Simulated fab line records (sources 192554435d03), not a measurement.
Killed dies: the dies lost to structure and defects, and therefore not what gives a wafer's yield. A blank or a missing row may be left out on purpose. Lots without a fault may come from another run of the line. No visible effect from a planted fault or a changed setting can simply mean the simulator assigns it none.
Chamber matching -- flow n5 finfet -- N5_BEOL_M7_ETCH_62 on rie diel-02 has 4 sister chambers
The step etches SOC in N2/H2, target depth 110 nm, overetch 22 nm, time 165 s. 16 wafers are shown with their chamber, then 8 later ones without.

WAFERS PAIRED WITH THEIR CHAMBERS
wafer,chamber,drypump motor current A (A),showerhead plenum p Torr (Torr),throttle valve pct (%)
L077.2,3,5.7,2.49,18.5
L077.3,0,4.8,2.69,17.9
L077.5,1,6.4,2.66,17.6
L080.2,3,5.7,2.49,18.5
L080.4,2,5.0,2.61,17.9
L080.5,0,4.8,2.69,17.9
L079.4,1,6.4,2.66,17.7
L079.5,0,4.8,2.69,17.9
L079.6,1,6.4,2.66,17.7
L083.2,3,5.7,2.48,18.6
L083.3,0,4.8,2.68,18.0
L083.6,1,6.4,2.66,17.7
L090.3,2,5.0,2.60,17.6
L090.4,0,4.9,2.68,18.0
L090.6,2,5.0,2.60,17.6
L087.1,1,6.4,2.65,17.7

SIGNATURES, as means of the wafers listed above
reading,chamber 0,chamber 1,chamber 2,chamber 3,scatter within a chamber
drypump motor current A,4.820,6.400,5.000,5.700,0.0258
showerhead plenum p Torr,2.6860,2.6580,2.6033,2.4867,0.00527
throttle valve pct,17.940,17.680,17.700,18.533,0.085
Rule: distance of a wafer from a chamber = root of the sum over the readings of ((wafer's reading minus chamber's mean) / reading's scatter) squared. The wafer belongs to the nearest chamber; if the next one is less than 2 further off, it can't be placed. The scatter: take each reading less its chamber's mean, square it, sum over the shown wafers, divide by the number of wafers less the number of chambers, and take the root.

WAFERS WHOSE CHAMBER IS MISSING
wafer,drypump motor current A (A),showerhead plenum p Torr (Torr),throttle valve pct (%)
L087.2,4.8,2.68,18.0
L087.6,4.8,2.68,18.0
L094.2,6.4,2.65,17.7
L094.3,5.0,2.60,17.6
L094.4,5.7,2.47,18.6
L097.4,4.8,2.67,18.0
L097.5,5.0,2.59,17.6
L097.6,5.7,2.47,18.6

THE CHAMBER EACH PASSED THROUGH
wafer,from the rows above,in truth
L087.2,0,0
L087.6,0,0
L094.2,1,1
L094.3,2,2
L094.4,3,3
L097.4,0,0
L097.5,2,2
L097.6,3,3
Correct placement for 8 of the 8. Not placeable from these rows: 0. 0 placed wrongly.
